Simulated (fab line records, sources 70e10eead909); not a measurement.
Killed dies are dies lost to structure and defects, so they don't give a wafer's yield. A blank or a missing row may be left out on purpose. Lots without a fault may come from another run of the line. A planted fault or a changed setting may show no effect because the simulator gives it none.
Problem report in the 8D (eight disciplines) form, filled by code | flow nand_harc | the parts of the form that need people (team, actions taken, sign-off) are left out

1. THE PROBLEM
raw_defect_count at NHARC_A_CHANNEL_HOLE_D1_INSPECT_40 reads a mean of 589 on 5 wafers of 3 lots; wafers without a fault read 63 with a standard deviation of 15. That is +35 standard deviations from the usual mean.
First seen on wafer L647.3, day 13 03:52, on defect_inspect-02. The record holds 29 wafers of 11 lots with a number at this step. Rule for "out", or "out of limits": more than 4 standard deviations from the usual mean. The other wafers with a number count as sound.

2. WHAT IT IS AND WHAT IT IS NOT
question                    | is                                   | is not
which readings at this step | raw_defect_count                     | -
which lots                  | L647, L648, L649                     | L629, L634, L637, L639, L642, L650, L651, L652
which wafers of those lots  | all that have a number               | -
read on which gauges        | defect_inspect-01, defect_inspect-02 | -
when                        | from day 13 03:52                    | up to then (15 sound wafers); but 9 sound wafers of L650, L651, L652 came after

3. SUSPECTS, AND WHAT RULES EACH OUT
Counting: a tool at a process step up to the reading stays a suspect if it ran every lot that is out and no sound lot after the first of them.
- the gauge at NHARC_A_CHANNEL_HOLE_D1_INSPECT_40: ruled out. The wafers that are out were read on 2 gauges (defect_inspect-01, defect_inspect-02).
- har_etch-01 at NHARC_A_CHANNEL_HOLE_D1_ETCH_21 (etches the open film in C4F8/O2/Ar, time 514.3 s, target depth 1600 nm): kept. It ran every lot that is out, first L647 (day 12 22:44), and no sound lot after that; its last sound lot up to then is L642 (day 11 17:33).
- har_etch-01 at NHARC_A_CHANNEL_HOLE_D1_ETCH_23 (etches the open film in C4F8/O2/Ar, time 819 s, target depth 1600 nm): kept. It ran every lot that is out, first L647 (day 12 23:50), and no sound lot after that; its last sound lot up to then is L642 (day 11 18:33).
Left after counting: har_etch-01 at NHARC_A_CHANNEL_HOLE_D1_ETCH_21, har_etch-01 at NHARC_A_CHANNEL_HOLE_D1_ETCH_23.

4. THE CAUSE (what the simulator had put in)
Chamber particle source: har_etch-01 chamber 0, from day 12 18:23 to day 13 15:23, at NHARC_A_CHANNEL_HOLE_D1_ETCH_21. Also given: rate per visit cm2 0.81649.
Counting left 2 suspects, and this tool is among them.

5. THE CHAIN OF EFFECTS, in route order
Each row: a reading whose mean over the struck wafers that have a number lies more than 3 standard deviations from the usual. Only readings for which the record gives a usual standard deviation are gone through. hours: the time from each lot's start at the first step in this table that gives one to its start at this step, as a median over the lots. sigmas: the change in usual standard deviations.
hours | step                               | reading          | usual | on struck wafers | change | sigmas
0     | NHARC_A_CHANNEL_HOLE_D1_INSPECT_40 | raw_defect_count | 63    | 589              | +526   | +35
289   | NHARC_END_SORT_01                  | killed_at_array  | 24    | 75               | +51    | +5.8
289   | NHARC_END_SORT_01                  | killed_dies      | 28    | 78               | +50    | +5.4

6. WHAT WOULD HAVE CAUGHT IT SOONER
In this record the first reading out of limits at a measuring or inspecting step was taken at day 13 03:52, 9 hours after the fault began at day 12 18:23.
Of the tool readings at NHARC_A_CHANNEL_HOLE_D1_ETCH_21 for which the record gives a usual standard deviation, none was out on any struck wafer, so an alarm limit of 4 standard deviations on them would not have fired.
Of the lots that are out (3), L648, L649 began NHARC_A_CHANNEL_HOLE_D1_ETCH_21 on har_etch-01 after day 13 03:52. A hold on the tool at that time would have spared those 2.
